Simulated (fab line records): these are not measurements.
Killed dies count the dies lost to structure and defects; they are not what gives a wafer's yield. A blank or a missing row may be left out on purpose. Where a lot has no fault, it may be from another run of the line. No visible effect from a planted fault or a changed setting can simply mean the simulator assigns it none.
Which of the tools did it? || flow nandHarc || 13 lots with 39 wafers sampled at 5 steps, on a route of 1302 steps

== WHAT THE GAUGES READ, wafer by wafer ==
NHARC_A_BONDPAD_THK_MEAS_20: measures by xrf. Usual: thkNm reads 169.6 nm (standard deviation 1.3).
{"lot": "L537", "measured": "day 23 00:42", "on": "filmMetro-01", "thkNm (nm)": "170.9 165.9 171.5", "flag": ""}
{"lot": "L539", "measured": "day 23 07:58", "on": "filmMetro-02", "thkNm (nm)": "168.3 170.1 167.5", "flag": ""}
{"lot": "L538", "measured": "day 23 21:05", "on": "filmMetro-02", "thkNm (nm)": "168.6 169.2 169.8", "flag": ""}
{"lot": "L540", "measured": "day 24 06:45", "on": "filmMetro-02", "thkNm (nm)": "168.7 170.7 170.0", "flag": ""}
{"lot": "L542", "measured": "day 24 13:55", "on": "filmMetro-01", "thkNm (nm)": "169.7 169.8 169.0", "flag": ""}
{"lot": "L543", "measured": "day 26 17:53", "on": "filmMetro-02", "thkNm (nm)": "170.5 170.0 168.7", "flag": ""}
{"lot": "L544", "measured": "day 26 05:11", "on": "filmMetro-01", "thkNm (nm)": "169.8 171.9 170.6", "flag": ""}
{"lot": "L546", "measured": "day 27 00:04", "on": "filmMetro-02", "thkNm (nm)": "171.3 172.7 168.7", "flag": ""}
{"lot": "L545", "measured": "day 27 02:23", "on": "filmMetro-01", "thkNm (nm)": "170.2 169.8 169.5", "flag": ""}
{"lot": "L547", "measured": "day 27 05:39", "on": "filmMetro-01", "thkNm (nm)": "170.9 169.5 169.8", "flag": ""}
{"lot": "L550", "measured": "day 28 11:01", "on": "filmMetro-02", "thkNm (nm)": "168.9 169.8 170.5", "flag": ""}
{"lot": "L554", "measured": "day 29 12:58", "on": "filmMetro-02", "thkNm (nm)": "170.6 170.6 169.6", "flag": ""}
{"lot": "L556", "measured": "day 31 04:01", "on": "filmMetro-01", "thkNm (nm)": "170.0 171.0 171.6", "flag": ""}

NHARC_END_SORT_01. Usual: killedAtArray 52, standard deviation 18; killedAtOther 1.2, standard deviation 1.5; killedAtPeriphery 4, standard deviation 3.2; killedDies 57, standard deviation 17; killedOpen 3.1, standard deviation 1.9; killedShort 2.5, standard deviation 1.7.
{"lot": "L554", "measured": "day 30 19:08", "on": "prober-01", "killedAtArray": "49 253 56", "killedAtOther": "0 0 0", "killedAtPeriphery": "1 0 1", "killedDies": "50 253 57", "killedOpen": "5 2 4", "killedShort": "0 1 1", "flag": "OFF"}
{"lot": "L556", "measured": "day 32 11:49", "on": "prober-01", "killedAtArray": "80 237 257", "killedAtOther": "2 1 4", "killedAtPeriphery": "4 5 5", "killedDies": "86 243 266", "killedOpen": "1 3 3", "killedShort": "3 3 3", "flag": "OFF"}

== EACH LOT AND THE TOOL THAT RAN IT (in order: tool; ch and the chambers of the sampled wafers; start) ==
{"lot": "L537", "NHARC_A_DECK1_JOINT_CMP_02": "cmp-01 ch 0,1,2, day 11 23:04", "NHARC_A_BONDPAD_STRIP_15": "rieDiel-09 ch 1,2,3, day 22 22:48", "NHARC_THIN_TSV_ETCH_36": "rieMetal-03 ch 0,1, day 23 19:35"}
{"lot": "L539", "NHARC_A_DECK1_JOINT_CMP_02": "cmp-01 ch 0,1,2, day 12 16:07", "NHARC_A_BONDPAD_STRIP_15": "rieDiel-10 ch 0,1, day 23 06:01", "NHARC_THIN_TSV_ETCH_36": "rieMetal-02 ch 0,1, day 24 02:43"}
{"lot": "L538", "NHARC_A_DECK1_JOINT_CMP_02": "cmp-03 ch 1,2,3, day 12 16:08", "NHARC_A_BONDPAD_STRIP_15": "rieDiel-10 ch 0,1,3, day 23 19:09", "NHARC_THIN_TSV_ETCH_36": "rieMetal-02 ch 0,1, day 24 18:05"}
{"lot": "L540", "NHARC_A_DECK1_JOINT_CMP_02": "cmp-02 ch 0,1,3, day 13 15:31", "NHARC_A_BONDPAD_STRIP_15": "rieDiel-03 ch 1,2, day 24 04:48", "NHARC_THIN_TSV_ETCH_36": "rieMetal-03 ch 0,1, day 25 01:25"}
{"lot": "L542", "NHARC_A_DECK1_JOINT_CMP_02": "cmp-01 ch 0,1,2, day 14 02:36", "NHARC_A_BONDPAD_STRIP_15": "rieDiel-10 ch 1,2, day 24 11:56", "NHARC_THIN_TSV_ETCH_36": "rieMetal-03 ch 0,1, day 25 11:25"}
{"lot": "L543", "NHARC_A_DECK1_JOINT_CMP_02": "cmp-01 ch 0,2,3, day 14 19:24", "NHARC_A_BONDPAD_STRIP_15": "rieDiel-09 ch 2,3, day 26 15:39", "NHARC_THIN_TSV_ETCH_36": "rieMetal-01 ch 0,1, day 27 14:14"}
{"lot": "L544", "NHARC_A_DECK1_JOINT_CMP_02": "cmp-03 ch 1,2,3, day 15 05:28", "NHARC_A_BONDPAD_STRIP_15": "rieDiel-09 ch 2,3, day 26 03:11", "NHARC_THIN_TSV_ETCH_36": "rieMetal-02 ch 0,1, day 27 00:34"}
{"lot": "L546", "NHARC_A_DECK1_JOINT_CMP_02": "cmp-02 ch 0,1,3, day 16 00:51", "NHARC_A_BONDPAD_STRIP_15": "rieDiel-10 ch 0,2,3, day 26 22:05", "NHARC_THIN_TSV_ETCH_36": "rieMetal-02 ch 0,1, day 27 20:14"}
{"lot": "L545", "NHARC_A_DECK1_JOINT_CMP_02": "cmp-01 ch 1,2, day 16 00:53", "NHARC_A_BONDPAD_STRIP_15": "rieDiel-09 ch 1,2,3, day 27 00:23", "NHARC_THIN_TSV_ETCH_36": "rieMetal-03 ch 0,1, day 27 18:59"}
{"lot": "L547", "NHARC_A_DECK1_JOINT_CMP_02": "cmp-01 ch 2,3, day 16 13:22", "NHARC_A_BONDPAD_STRIP_15": "rieDiel-03 ch 1,3, day 27 03:39", "NHARC_THIN_TSV_ETCH_36": "rieMetal-01 ch 0,1, day 28 05:02"}
{"lot": "L550", "NHARC_A_DECK1_JOINT_CMP_02": "cmp-03 ch 0,2, day 18 05:32", "NHARC_A_BONDPAD_STRIP_15": "rieDiel-10 ch 0,2, day 28 09:04", "NHARC_THIN_TSV_ETCH_36": "rieMetal-01 ch 1, day 29 06:10"}
{"lot": "L554", "NHARC_A_DECK1_JOINT_CMP_02": "cmp-01 ch 1,2,3, day 19 08:54", "NHARC_A_BONDPAD_STRIP_15": "rieDiel-10 ch 2,3, day 29 10:59", "NHARC_THIN_TSV_ETCH_36": "rieMetal-02 ch 0,1, day 30 08:58"}
{"lot": "L556", "NHARC_A_DECK1_JOINT_CMP_02": "cmp-01 ch 2,3, day 20 18:31", "NHARC_A_BONDPAD_STRIP_15": "rieDiel-03 ch 0,2,3, day 31 02:02", "NHARC_THIN_TSV_ETCH_36": "rieMetal-01 ch 0,1, day 32 01:43"}
- NHARC_A_DECK1_JOINT_CMP_02: polishes SiOx.
- NHARC_A_BONDPAD_STRIP_15: strips in O2.
- NHARC_THIN_TSV_ETCH_36: etches the open film in Cl2/BCl3, target depth 65 nm, time 18.571 s.

== AS READ BY THE TOOLS THEMSELVES (means over the sampled wafers that have a number; for cases with no such wafer, the mark the record gives instead) ==
NHARC_A_DECK1_JOINT_CMP_02. Usual: motorCurrentA reads 11.8 A (standard deviation 1).
{"lot": "L537", "tool": "cmp-01", "motorCurrentA (A)": 11.5, "flag": ""}
{"lot": "L539", "tool": "cmp-01", "motorCurrentA (A)": 11.3, "flag": ""}
{"lot": "L538", "tool": "cmp-03", "motorCurrentA (A)": 12.3, "flag": ""}
{"lot": "L540", "tool": "cmp-02", "motorCurrentA (A)": 11.3, "flag": ""}
{"lot": "L542", "tool": "cmp-01", "motorCurrentA (A)": 11.6, "flag": ""}
{"lot": "L543", "tool": "cmp-01", "motorCurrentA (A)": 11.7, "flag": ""}
{"lot": "L544", "tool": "cmp-03", "motorCurrentA (A)": 12.0, "flag": ""}
{"lot": "L546", "tool": "cmp-02", "motorCurrentA (A)": 11.2, "flag": ""}
{"lot": "L545", "tool": "cmp-01", "motorCurrentA (A)": 12.0, "flag": ""}
{"lot": "L547", "tool": "cmp-01", "motorCurrentA (A)": 12.5, "flag": ""}
{"lot": "L550", "tool": "cmp-03", "motorCurrentA (A)": 11.5, "flag": ""}
{"lot": "L554", "tool": "cmp-01", "motorCurrentA (A)": 12.4, "flag": ""}
{"lot": "L556", "tool": "cmp-01", "motorCurrentA (A)": 12.6, "flag": ""}

NHARC_A_BONDPAD_STRIP_15. Usual: drypumpMotorCurrentA 5.7 A, standard deviation 0.54; mfcArSccm 0.011 sccm, standard deviation 0.013; oesProductAu 0.998 a.u., standard deviation 0.01; rfVppV 57.8 V, standard deviation 0.85; showerheadPlenumPTorr 3.50 Torr, standard deviation 0.15; throttleValvePct 17.037 %, standard deviation 0.01.
{"lot": "L537", "tool": "rieDiel-09", "drypumpMotorCurrentA (A)": 5.4, "mfcArSccm (sccm)": 0.024, "oesProductAu (a.u.)": 0.993, "rfVppV (V)": 57.2, "showerheadPlenumPTorr (Torr)": 3.36, "throttleValvePct (%)": 17.037, "flag": ""}
{"lot": "L539", "tool": "rieDiel-10", "drypumpMotorCurrentA (A)": 5.7, "mfcArSccm (sccm)": 0.004, "oesProductAu (a.u.)": 0.990, "rfVppV (V)": 58.1, "showerheadPlenumPTorr (Torr)": 3.56, "throttleValvePct (%)": 17.042, "flag": ""}
{"lot": "L538", "tool": "rieDiel-10", "drypumpMotorCurrentA (A)": 6.1, "mfcArSccm (sccm)": 0.009, "oesProductAu (a.u.)": 1.002, "rfVppV (V)": 58.2, "showerheadPlenumPTorr (Torr)": 3.54, "throttleValvePct (%)": 17.043, "flag": ""}
{"lot": "L540", "tool": "rieDiel-03", "drypumpMotorCurrentA (A)": 5.6, "mfcArSccm (sccm)": 0.000, "oesProductAu (a.u.)": 0.993, "rfVppV (V)": 57.2, "showerheadPlenumPTorr (Torr)": 3.50, "throttleValvePct (%)": 17.031, "flag": ""}
{"lot": "L542", "tool": "rieDiel-10", "drypumpMotorCurrentA (A)": 6.0, "mfcArSccm (sccm)": 0.020, "oesProductAu (a.u.)": 0.998, "rfVppV (V)": 58.2, "showerheadPlenumPTorr (Torr)": 3.68, "throttleValvePct (%)": 17.030, "flag": ""}
{"lot": "L543", "tool": "rieDiel-09", "drypumpMotorCurrentA (A)": 5.5, "mfcArSccm (sccm)": 0.019, "oesProductAu (a.u.)": 0.998, "rfVppV (V)": 57.8, "showerheadPlenumPTorr (Torr)": 3.37, "throttleValvePct (%)": 17.036, "flag": ""}
{"lot": "L544", "tool": "rieDiel-09", "drypumpMotorCurrentA (A)": 5.5, "mfcArSccm (sccm)": 0.019, "oesProductAu (a.u.)": 0.999, "rfVppV (V)": 57.5, "showerheadPlenumPTorr (Torr)": 3.37, "throttleValvePct (%)": 17.033, "flag": ""}
{"lot": "L546", "tool": "rieDiel-10", "drypumpMotorCurrentA (A)": 5.9, "mfcArSccm (sccm)": 0.019, "oesProductAu (a.u.)": 1.000, "rfVppV (V)": 58.0, "showerheadPlenumPTorr (Torr)": 3.58, "throttleValvePct (%)": 17.041, "flag": ""}
{"lot": "L545", "tool": "rieDiel-09", "drypumpMotorCurrentA (A)": 5.4, "mfcArSccm (sccm)": 0.024, "oesProductAu (a.u.)": 1.003, "rfVppV (V)": 57.1, "showerheadPlenumPTorr (Torr)": 3.36, "throttleValvePct (%)": 17.045, "flag": ""}
{"lot": "L547", "tool": "rieDiel-03", "drypumpMotorCurrentA (A)": 5.3, "mfcArSccm (sccm)": 0.000, "oesProductAu (a.u.)": 0.999, "rfVppV (V)": 58.2, "showerheadPlenumPTorr (Torr)": 3.69, "throttleValvePct (%)": 17.039, "flag": ""}
{"lot": "L550", "tool": "rieDiel-10", "drypumpMotorCurrentA (A)": 5.6, "mfcArSccm (sccm)": 0.022, "oesProductAu (a.u.)": 0.993, "rfVppV (V)": 57.8, "showerheadPlenumPTorr (Torr)": 3.66, "throttleValvePct (%)": 17.032, "flag": ""}
{"lot": "L554", "tool": "rieDiel-10", "drypumpMotorCurrentA (A)": 6.1, "mfcArSccm (sccm)": 0.027, "oesProductAu (a.u.)": 0.991, "rfVppV (V)": 57.9, "showerheadPlenumPTorr (Torr)": 3.63, "throttleValvePct (%)": 17.042, "flag": ""}
{"lot": "L556", "tool": "rieDiel-03", "drypumpMotorCurrentA (A)": 5.6, "mfcArSccm (sccm)": 0.000, "oesProductAu (a.u.)": 1.005, "rfVppV (V)": 58.1, "showerheadPlenumPTorr (Torr)": 3.46, "throttleValvePct (%)": 17.029, "flag": ""}

NHARC_THIN_TSV_ETCH_36. Usual: drypumpMotorCurrentA 6.01 A, standard deviation 0.26; oesProductAu 0.997 a.u., standard deviation 0.01.
{"lot": "L537", "tool": "rieMetal-03", "drypumpMotorCurrentA (A)": 6.19, "oesProductAu (a.u.)": 0.989, "flag": ""}
{"lot": "L539", "tool": "rieMetal-02", "drypumpMotorCurrentA (A)": 5.80, "oesProductAu (a.u.)": 1.004, "flag": ""}
{"lot": "L538", "tool": "rieMetal-02", "drypumpMotorCurrentA (A)": 5.78, "oesProductAu (a.u.)": 0.992, "flag": ""}
{"lot": "L540", "tool": "rieMetal-03", "drypumpMotorCurrentA (A)": 6.25, "oesProductAu (a.u.)": 0.985, "flag": ""}
{"lot": "L542", "tool": "rieMetal-03", "drypumpMotorCurrentA (A)": 6.19, "oesProductAu (a.u.)": 0.991, "flag": ""}
{"lot": "L543", "tool": "rieMetal-01", "drypumpMotorCurrentA (A)": 6.01, "oesProductAu (a.u.)": 0.999, "flag": ""}
{"lot": "L544", "tool": "rieMetal-02", "drypumpMotorCurrentA (A)": 5.80, "oesProductAu (a.u.)": 0.999, "flag": ""}
{"lot": "L546", "tool": "rieMetal-02", "drypumpMotorCurrentA (A)": 5.79, "oesProductAu (a.u.)": 1.004, "flag": ""}
{"lot": "L545", "tool": "rieMetal-03", "drypumpMotorCurrentA (A)": 6.22, "oesProductAu (a.u.)": 0.995, "flag": ""}
{"lot": "L547", "tool": "rieMetal-01", "drypumpMotorCurrentA (A)": 5.97, "oesProductAu (a.u.)": 0.994, "flag": ""}
{"lot": "L550", "tool": "rieMetal-01", "drypumpMotorCurrentA (A)": 6.45, "oesProductAu (a.u.)": 0.994, "flag": ""}
{"lot": "L554", "tool": "rieMetal-02", "drypumpMotorCurrentA (A)": 5.78, "oesProductAu (a.u.)": 1.009, "flag": ""}
{"lot": "L556", "tool": "rieMetal-01", "drypumpMotorCurrentA (A)": 6.01, "oesProductAu (a.u.)": 0.989, "flag": ""}

== THE ANSWER, worked out from the rows above alone ==
Rule: lot off if the mean of its wafers having a number is beyond 3 standard deviations from the usual mean. Also off: a lot with no number at a reading for which 4 or more lots have one. The other lots that the step has rows for count as sound. After the gauges, taken in route order, come the tools' own readings; for these a lot's mean is taken, as printed above. At the first step where some lot is off, the reading lying furthest off is the one used; lots without a number count as furthest.
Off: L554, L556 (NHARC_END_SORT_01, killedDies). Neither off nor sound, because the step has no rows for them: L537, L539, L538, L540, L542, L543, L544, L546, L545, L547, L550.
If a tool, at a process step before that reading, ran all the lots that are off and no sound lot after the first of them, it fits. Gauges at NHARC_END_SORT_01: tried the same way as those tools. 2 tools fit, cmp-01 at NHARC_A_DECK1_JOINT_CMP_02 and prober-01 at NHARC_END_SORT_01, so this cannot tell which one it is.

== WHAT THE SIMULATOR HAD INSERTED ==
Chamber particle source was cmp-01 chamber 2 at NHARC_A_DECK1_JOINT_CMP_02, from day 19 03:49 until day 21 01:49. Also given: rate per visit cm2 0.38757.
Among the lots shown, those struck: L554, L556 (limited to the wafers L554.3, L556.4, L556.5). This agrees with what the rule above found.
